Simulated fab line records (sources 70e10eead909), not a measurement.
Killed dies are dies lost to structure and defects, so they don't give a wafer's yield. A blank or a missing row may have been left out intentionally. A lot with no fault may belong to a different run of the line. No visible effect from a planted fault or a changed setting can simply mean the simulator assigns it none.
Chamber matching :: flow nandHarc :: 4 sister chambers for NHARC_P_GATE_DESCUM_61 on rieDiel-12
The step chemistry O2, time 3 s. 4 wafers are shown with their chamber, then 11 later ones without.

WAFERS, EACH WITH ITS CHAMBER
wafer: L081.4
chamber: 0
drypumpMotorCurrentA (A): 6.4

wafer: L085.3
chamber: 1
drypumpMotorCurrentA (A): 4.9

wafer: L085.5
chamber: 3
drypumpMotorCurrentA (A): 5.7

wafer: L086.1
chamber: 2
drypumpMotorCurrentA (A): 5.4

WAFERS WITH NO CHAMBER GIVEN
wafer: L086.5
drypumpMotorCurrentA (A): 6.4

wafer: L086.6
drypumpMotorCurrentA (A): 4.9

wafer: L088.1
drypumpMotorCurrentA (A): 5.4

wafer: L088.4
drypumpMotorCurrentA (A): 5.0

wafer: L088.6
drypumpMotorCurrentA (A): 6.4

wafer: L091.1
drypumpMotorCurrentA (A): 5.7

wafer: L091.2
drypumpMotorCurrentA (A): 5.4

wafer: L091.3
drypumpMotorCurrentA (A): 6.4

wafer: L095.3
drypumpMotorCurrentA (A): 5.7

wafer: L095.4
drypumpMotorCurrentA (A): 6.4

wafer: L095.6
drypumpMotorCurrentA (A): 4.9

THE CHAMBER EACH PASSED THROUGH
wafer: L086.5
from the rows above: 0
in truth: 0

wafer: L086.6
from the rows above: 1
in truth: 1

wafer: L088.1
from the rows above: 2
in truth: 2

wafer: L088.4
from the rows above: 1
in truth: 1

wafer: L088.6
from the rows above: 0
in truth: 0

wafer: L091.1
from the rows above: 3
in truth: 3

wafer: L091.2
from the rows above: 2
in truth: 2

wafer: L091.3
from the rows above: 0
in truth: 0

wafer: L095.3
from the rows above: 3
in truth: 3

wafer: L095.4
from the rows above: 0
in truth: 0

wafer: L095.6
from the rows above: 1
in truth: 1
Placed correctly: 11 of 11. Can't be placed from these rows: 0. 0 placed wrongly.
How it was worked out, from the rows above alone: a wafer's distance from a chamber is the root of the sum, over the readings, of the square of ((its reading less the chamber's mean) divided by the reading's scatter). The wafer belongs to the nearest chamber; if the next one is less than 2 further off, it can't be placed. A chamber's mean is the mean of its shown wafers. The scatter: with one shown wafer a chamber, the root of the mean of the squares of how far each hidden wafer lies from its nearest shown one.
